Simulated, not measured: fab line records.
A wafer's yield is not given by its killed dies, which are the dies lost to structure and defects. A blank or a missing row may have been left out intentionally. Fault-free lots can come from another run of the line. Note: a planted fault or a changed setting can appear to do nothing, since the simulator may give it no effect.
Chamber matching || flow n5 finfet || 4 sister chambers for N5_BEOL_M0_SAQP_ETCH_49 on rie diel-06
The step etches SiO2 in CF4/O2, target depth 37 nm. 4 wafers are shown with their chamber, then 7 later ones without.

== EACH WAFER AND ITS CHAMBER ==
{"wafer": "L087.4", "chamber": 3, "showerhead plenum p Torr (Torr)": 2.05}
{"wafer": "L088.3", "chamber": 2, "showerhead plenum p Torr (Torr)": 2.31}
{"wafer": "L089.3", "chamber": 1, "showerhead plenum p Torr (Torr)": 2.18}
{"wafer": "L089.4", "chamber": 0, "showerhead plenum p Torr (Torr)": 2.25}

== WAFERS WITHOUT THEIR CHAMBER ==
{"wafer": "L089.6", "showerhead plenum p Torr (Torr)": 2.25}
{"wafer": "L091.2", "showerhead plenum p Torr (Torr)": 2.31}
{"wafer": "L091.3", "showerhead plenum p Torr (Torr)": 2.18}
{"wafer": "L091.5", "showerhead plenum p Torr (Torr)": 2.05}
{"wafer": "L096.2", "showerhead plenum p Torr (Torr)": 2.25}
{"wafer": "L096.4", "showerhead plenum p Torr (Torr)": 2.30}
{"wafer": "L096.6", "showerhead plenum p Torr (Torr)": 2.04}

== EACH ONE'S CHAMBER ==
{"wafer": "L089.6", "from the rows above": 0, "in truth": 0}
{"wafer": "L091.2", "from the rows above": 2, "in truth": 2}
{"wafer": "L091.3", "from the rows above": 1, "in truth": 1}
{"wafer": "L091.5", "from the rows above": 3, "in truth": 3}
{"wafer": "L096.2", "from the rows above": 0, "in truth": 0}
{"wafer": "L096.4", "from the rows above": 2, "in truth": 2}
{"wafer": "L096.6", "from the rows above": 3, "in truth": 3}
Correct placement for 7 of the 7. Number that these rows cannot place: 0. Number placed wrongly: 0.
How it was worked out, from the rows above alone: a wafer's distance from a chamber is the root of the sum, over the readings, of the square of ((its reading less the chamber's mean) divided by the reading's scatter). The wafer belongs to the nearest chamber; if the next one is less than 2 further off, it can't be placed. For every chamber, the mean is computed from those of its wafers that are shown. The scatter: root of mean squared gap, hidden wafer to nearest shown wafer, with one shown wafer a chamber.
